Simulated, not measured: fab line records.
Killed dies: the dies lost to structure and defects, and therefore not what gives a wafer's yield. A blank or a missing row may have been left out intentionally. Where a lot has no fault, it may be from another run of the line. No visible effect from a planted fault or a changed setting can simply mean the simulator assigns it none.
fab line records | flow n5Finfet | part 2 of 2: steps 21 to 27 of 27
[record] lots = 5 wafers = 15 lastDay = 16
route steps=1938 shown BEOL_M8@1356
lots untouched by any fault: they come from a run of this same line in which no faults occurred
startH: the number of hours between the record's first day and the start of the first shown wafer of the lot | waitH: hours from the lot's prior step to this one | " unchanged from the row above | L1.1+2: several wafers, shown together as one row | - no value, or no start was given | * or withheld: withheld | < > ~ a bound
route shown NAME@n: names a module that has steps shown in the file, with the first one's number in the route | usual: mean and standard deviation over wafers with no fault | same: alike in all rows | chamber/n: place in a boat | sites: readings site by site | _std_site: the values' standard deviation | _edge_site: outer sites' mean less inner sites' | radiusMm: how far each site lies from the wafer's centre | mask NAME#n: copy n | behind: the last tool/chamber to shape the wafer | hold: what put the lot on hold/how long, in hours/how the hold closed | device: whichever transistor did not switch (one of n, p or np) | end of line: tests of these same wafers at the route's end | step lacking rows: just its recipe | killed: at the first sort, the dies lost to defects and structure; wafer yield is something else | map: dies across one wafer; x = killed, . = not, _ = none there
set.NAME: the setting that was run; set.NAME@STEP: the one run at that earlier step | model.NAME: the simulator's own value behind a step, which no gauge read
lots seen at some steps along the route; tables by step, rows by wafer
services: the hour from which a tool's chamber was out of use, counted from the record's first day as startH (under 0 if before that day), plus the number of hours and why
[[steps]]
[step N5_BEOL_M8_STRIP_36]
[recipe] chemistry = N2/H2 powerW = 450 tempC = 40 pressureMtorr = 20 rfFrequencyHz = 6e+07 overashFraction = 0.3 biasPowerW = 7 h2Frac = 0.5 n2FlowSccm = 200 h2FlowSccm = 200
[usual] drypumpMotorCurrentA = 5.8/0.53 oesProductAu = 0.80/0.08 rfVppV = 59.1/1.4 showerheadPlenumPTorr = 2.53/0.082 throttleValvePct = 23.7/0.3
// columns lot.wafer tool chamber startH waitH drypumpMotorCurrentA oesProductAu rfHoursCounterH rfVppV showerheadPlenumPTorr throttleValvePct
L080.2 rieDiel-04 1 232.98 0.0 5.9 0.91 23 58.8 2.49 23.6
L080.4 " 2 " " 5.9 0.80 92 57.2 2.46 23.8
L080.5 " 0 " " 6.5 0.95 - 61.2 2.48 23.3
L078.2 rieDiel-06 1 236.11 0.0 5.7 0.73 163 58.9 2.64 24.1
L078.4 " 2 " " 5.9 0.71 179 57.7 2.42 23.4
L078.5 " 1 " " 5.7 0.74 - 60.6 2.64 24.1
L082.2 rieDiel-06 3 246.30 0.0 4.9 0.79 118 60.9 2.56 24.1
L082.3 " 0 " " 6.8 0.77 134 58.9 2.44 23.3
L082.5 " 3 " " 4.9 0.78 - 56.3 2.56 24.1
L083.3 rieDiel-02 1 246.34 0.0 5.5 0.70 232 58.3 2.62 24.0
L083.5 " 2 " " 6.5 0.81 - 59.8 2.56 23.8
L083.6 " 1 " " 5.5 0.69 - 57.5 2.62 24.0
L092.2 rieDiel-02 2 307.69 0.0 6.5 0.79 136 60.9 2.55 23.8
L092.3 " 1 " " 5.5 0.95 4 58.3 2.61 23.7
L092.5 " 1 " " 5.5 0.96 - 59.2 2.61 23.7
[step N5_BEOL_M8_TRENCH_ETCH_37]
[recipe] chemistry = C4F6/O2 targetDepthA = 934.78 target = SiCOH_lowk timeS = 31.2 ionEnergyEv = 250 pressureMtorr = 30 sourceW = 345 biasW = 185 Ar_flow_sccm = 300 C4F6_flow_sccm = 10 O2_flow_sccm = 10
[usual] biasW = 184.9/0.57 drypumpMotorCurrentA = 5.8/0.53 oes_f_703_au = 0.79/0.078 oesProductAu = 0.80/0.079 rfVppV = 669/5.8 showerheadPlenumPTorr = 2.83/0.086 throttleValvePct = 20.93/0.24
// columns lot.wafer tool chamber startH waitH biasW drypumpMotorCurrentA oes_f_703_au oesProductAu rfHoursCounterH rfVppV showerheadPlenumPTorr throttleValvePct
L080.2 rieDiel-04 1 - - 185.5 6.0 0.91 0.91 23 663 2.78 20.82
L080.4 " 2 " " 184.5 5.8 0.80 0.79 92 673 2.76 20.98
L080.5 " 0 " " 184.3 6.5 0.94 0.95 - 663 2.81 20.81
L078.2 rieDiel-06 1 - - 186.0 5.7 0.73 0.72 163 674 2.95 21.28
L078.4 " 2 " " 185.7 6.0 0.71 0.71 179 672 2.73 20.79
L078.5 " 1 " " 186.3 5.7 0.73 0.72 - 675 2.95 21.28
L082.2 rieDiel-06 3 - - 184.5 4.9 0.78 0.77 118 675 2.86 21.04
L082.3 " 0 " " 184.7 6.8 0.74 0.75 134 667 2.73 20.56
L082.5 " 3 " " 185.2 4.9 0.77 0.78 - 675 2.86 21.03
L083.3 rieDiel-02 1 - - 184.7 5.5 0.70 0.69 232 670 2.92 21.15
L083.5 " 2 " " 184.7 6.5 0.81 0.81 - 670 2.87 21.10
L083.6 " 1 " " 184.1 5.5 0.69 0.69 - 669 2.92 21.14
L092.2 rieDiel-02 2 - - 185.7 6.5 0.79 0.78 136 669 2.85 21.15
L092.3 " 1 " " 185.1 5.5 0.97 0.98 4 669 2.91 20.81
L092.5 " 1 " " 185.0 5.5 0.97 0.97 - 669 2.91 20.81
[step N5_BEOL_M8_ETCH_41]
[recipe] chemistry = CH3F/O2 target = SiCN targetDepthA = 319 taperDeg = 2 timeS = 57.8 ionEnergyEv = 120 maskMaterial = TiN pressureMtorr = 30 sourceW = 395 biasW = 75 Ar_flow_sccm = 150 CH3F_flow_sccm = 30 O2_flow_sccm = 20
[usual] biasW = 75.01/0.25 drypumpMotorCurrentA = 5.8/0.53 oesProductAu = 0.80/0.081 rfVppV = 297.1/1.5 showerheadPlenumPTorr = 1.99/0.063 throttleValvePct = 16.33/0.24
// columns lot.wafer tool chamber startH waitH biasW drypumpMotorCurrentA oesProductAu rfHoursCounterH rfVppV showerheadPlenumPTorr throttleValvePct
L080.2 rieDiel-04 1 - - 75.28 5.9 0.92 23 297.6 1.96 16.17
L080.4 " 2 " " 74.68 5.8 0.80 92 297.1 1.94 16.36
L080.5 " 0 " " 75.12 6.5 0.95 - 297.7 1.97 16.13
L078.2 rieDiel-06 1 - - 74.91 5.7 0.72 163 299.1 2.08 16.67
L078.4 " 2 " " 74.53 5.9 0.71 179 295.1 1.91 16.24
L078.5 " 1 " " 75.44 5.7 0.73 - 299.1 2.08 16.69
L082.2 rieDiel-06 3 - - 74.68 4.9 0.78 118 297.7 2.01 16.41
L082.3 " 0 " " 75.25 6.8 0.75 134 296.4 1.91 16.05
L082.5 " 3 " " 74.81 4.9 0.77 - 297.2 2.01 16.41
L083.3 rieDiel-02 1 - - 75.06 5.5 0.69 232 298.8 2.05 16.58
L083.5 " 2 " " 74.84 6.5 0.81 - 297.5 2.01 16.47
L083.6 " 1 " " 74.74 5.5 0.68 - 299.0 2.05 16.58
L092.2 rieDiel-02 2 - - 75.26 6.4 0.79 136 299.2 2.00 16.52
L092.3 " 1 " " 74.75 5.5 0.97 4 298.5 2.05 16.14
L092.5 " 1 " " 74.83 5.5 0.97 - 298.6 2.05 16.14
[step N5_BEOL_M8_STRIP_80]
[recipe] chemistry = N2/H2 timeS = 10 powerW = 450 tempC = 40 pressureMtorr = 20 rfFrequencyHz = 6e+07 biasPowerW = 7 n2FlowSccm = 200 h2FlowSccm = 200
[usual] drypumpMotorCurrentA = 5.8/0.54 oesProductAu = 0.80/0.078 rfVppV = 59.2/0.97 showerheadPlenumPTorr = 2.53/0.082 throttleValvePct = 23.7/0.31
// columns lot.wafer tool chamber startH waitH drypumpMotorCurrentA oesProductAu rfHoursCounterH rfVppV showerheadPlenumPTorr throttleValvePct
L080.2 rieDiel-04 1 - - 5.9 0.91 23 58.3 2.49 23.6
L080.4 " 2 " " 5.9 0.81 92 57.9 2.46 23.8
L080.5 " 0 " " 6.5 0.95 - 59.5 2.48 23.3
L078.2 rieDiel-06 1 - - 5.7 0.73 163 60.7 2.64 24.1
L078.4 " 2 " " 6.0 0.72 179 58.7 2.42 23.3
L078.5 " 1 " " 5.7 0.73 - 58.7 2.64 24.1
L082.2 rieDiel-06 3 - - 4.9 0.79 118 58.5 2.56 24.1
L082.3 " 0 " " 6.8 0.77 134 58.1 2.44 23.3
L082.5 " 3 " " 4.9 0.78 - 58.4 2.56 24.1
L083.3 rieDiel-02 1 - - 5.5 0.68 232 59.6 2.62 24.0
L083.5 " 2 " " 6.5 0.80 - 58.2 2.56 23.8
L083.6 " 1 " " 5.5 0.68 - 60.6 2.62 24.0
L092.2 rieDiel-02 2 - - 6.5 0.78 136 58.4 2.55 23.8
L092.3 " 1 " " 5.5 0.96 4 60.4 2.61 23.7
L092.5 " 1 " " 5.5 0.96 - 61.3 2.61 23.7
[step N5_BEOL_M8_OCD_MEAS_38]
[usual] trenchDepthNm = 93.6/1.5
// columns lot.wafer tool chamber startH waitH trenchDepthNm
L080.2 ocd-01 - 233.17 - 94.7
L080.4 " - " " 93.1
L080.5 " - " " 96.7
L078.2 ocd-01 - 236.31 - 92.1
L078.4 " - " " 92.5
L078.5 " - " " 92.8
L082.2 ocd-02 - 246.50 - 94.1
L082.3 " - " " 92.9
L082.5 " - " " 94.2
L083.3 ocd-01 - 246.54 - 92.3
L083.5 " - " " 94.1
L083.6 " - " " 91.8
L092.2 ocd-01 - 307.89 - 94.5
L092.3 " - " " 95.0
L092.5 " - " " 94.9
[step N5_BEOL_M8_HM_STRIP_39]
[recipe] chemistry = peroxideTinStrip material = TiN targetDepthA = 250 tempC = 50 timeS = 158
// columns lot.wafer tool chamber startH waitH
L080.2+4+5 wetBench-02 0,2,1 233.21 0.0
L078.2+4+5 wetBench-05 0,1,4 236.34 0.0
L082.2+3+5 wetBench-05 2,1,0 246.53 0.0
L083.3+5+6 wetBench-02 7,5,2 246.57 0.0
L092.2+3+5 wetBench-03 3,7,4 307.92 0.0
[step N5_BEOL_M8_SRD_40]
[recipe] timeS = 30 tempC = 23 rinseLiquid = diw dry = ipaMarangoni
// columns lot.wafer tool chamber startH waitH
L080.2+4+5 wetBench-02 0,2,1 233.25 0.0
L078.2+4+5 wetBench-05 0,1,4 236.39 0.0
L082.2+3+5 wetBench-05 2,1,0 246.58 0.0
L083.3+5+6 wetBench-02 7,5,2 246.62 0.0
L092.2+3+5 wetBench-03 3,7,4 307.97 0.0
[[services]]
// columns tool chamber startH hours kind
rieDiel-04 1 209.25 5.5 repair
lithoTrack-05 - 222.53 - consumableReplace:filter
lithoTrack-03 - 223.66 - consumableReplace:filter
rieDiel-04 0 234.06 1.5 repair
euvScanner-01 - 244.53 1.0 pm
rieDiel-02 3 252.44 - clean
rieDiel-02 3 252.44 - consumableReplace:focusRing
rieDiel-02 3 252.44 23.4 scheduledDown
rieDiel-02 3 252.44 23.4 ventCycle
euvScanner-02 - 260.13 1.0 pm
euvScanner-02 - 279.53 1.3 repair
euvScanner-02 0 280.95 - calibration
rieDiel-02 1 284.06 - clean
rieDiel-02 1 284.06 - consumableReplace:focusRing
rieDiel-02 1 284.06 13.9 scheduledDown
rieDiel-02 1 284.06 13.9 ventCycle
euvScanner-01 - 300.68 1.0 pm
euvScanner-01 0 306.88 - calibration
